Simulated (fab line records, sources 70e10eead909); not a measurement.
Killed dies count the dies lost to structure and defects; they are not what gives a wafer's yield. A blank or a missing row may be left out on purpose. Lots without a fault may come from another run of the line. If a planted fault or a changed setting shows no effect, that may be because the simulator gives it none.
Matching of chambers | flow nand harc | NHARC_A_CONTACT_DEP_58 on pecvd-03 has 3 sister chambers
The step deposits SiON, target thk 60 nm. 27 wafers are shown with their chamber, then 12 later ones without.

WAFERS PAIRED WITH THEIR CHAMBERS
wafer  | chamber | heater power w (W)
L074.1 | 0       | 675
L074.2 | 1       | 724
L074.6 | 0       | 687
L082.1 | 2       | 801
L082.3 | 1       | 647
L082.5 | 1       | 643
L084.2 | 0       | 667
L084.3 | 2       | 821
L084.6 | 1       | 759
L084.1 | 1       | 747
L084.4 | 2       | 813
L084.5 | 0       | 669
L086.1 | 0       | 676
L086.2 | 1       | 686
L086.4 | 2       | 821
L090.2 | 2       | 807
L090.4 | 2       | 785
L090.6 | 1       | 715
L090.1 | 0       | 646
L090.3 | 1       | 718
L090.5 | 0       | 684
L095.1 | 2       | 757
L095.2 | 1       | 731
L095.4 | 0       | 636
L095.3 | 0       | 616
L095.5 | 2       | 742
L095.6 | 1       | 733

SIGNATURES, as means of the wafers listed above
reading        | chamber 0 | chamber 1 | chamber 2 | scatter within a chamber
heater power w | 661.78    | 710.30    | 793.38    | 32.2
Rule: for a wafer and a chamber, the distance is found by dividing, reading by reading, the gap between the wafer's reading and the chamber's mean by the reading's scatter, squaring, summing and taking the root. The wafer belongs to the nearest chamber; if the next one is less than 2 further off, it can't be placed. The scatter: take each reading less its chamber's mean, square it, sum over the shown wafers, divide by the number of wafers less the number of chambers, and take the root.

WAFERS WHOSE CHAMBER IS MISSING
wafer  | heater power w (W)
L094.3 | 658
L094.4 | 753
L094.6 | 650
L094.1 | 764
L094.2 | 726
L094.5 | 730
L097.1 | 744
L097.2 | 828
L097.6 | 828
L096.1 | 649
L096.4 | 826
L096.6 | 805

EACH ONE'S CHAMBER
wafer  | from the rows above          | in truth
L094.3 | can't be placed: 0 or 1      | 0
L094.4 | can't be placed: 2 or 1 or 0 | 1
L094.6 | can't be placed: 0 or 1      | 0
L094.1 | can't be placed: 2 or 1      | 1
L094.2 | can't be placed: 1 or 0 or 2 | 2
L094.5 | can't be placed: 1 or 2 or 0 | 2
L097.1 | can't be placed: 1 or 2 or 0 | 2
L097.2 | 2                            | 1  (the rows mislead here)
L097.6 | 2                            | 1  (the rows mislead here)
L096.1 | can't be placed: 0 or 1      | 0
L096.4 | 2                            | 2
L096.6 | 2                            | 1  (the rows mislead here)
Correctly placed: 1 of 12. Can't be placed from these rows: 8 (the true chamber is among the candidates in 8). Number placed wrongly: 3.
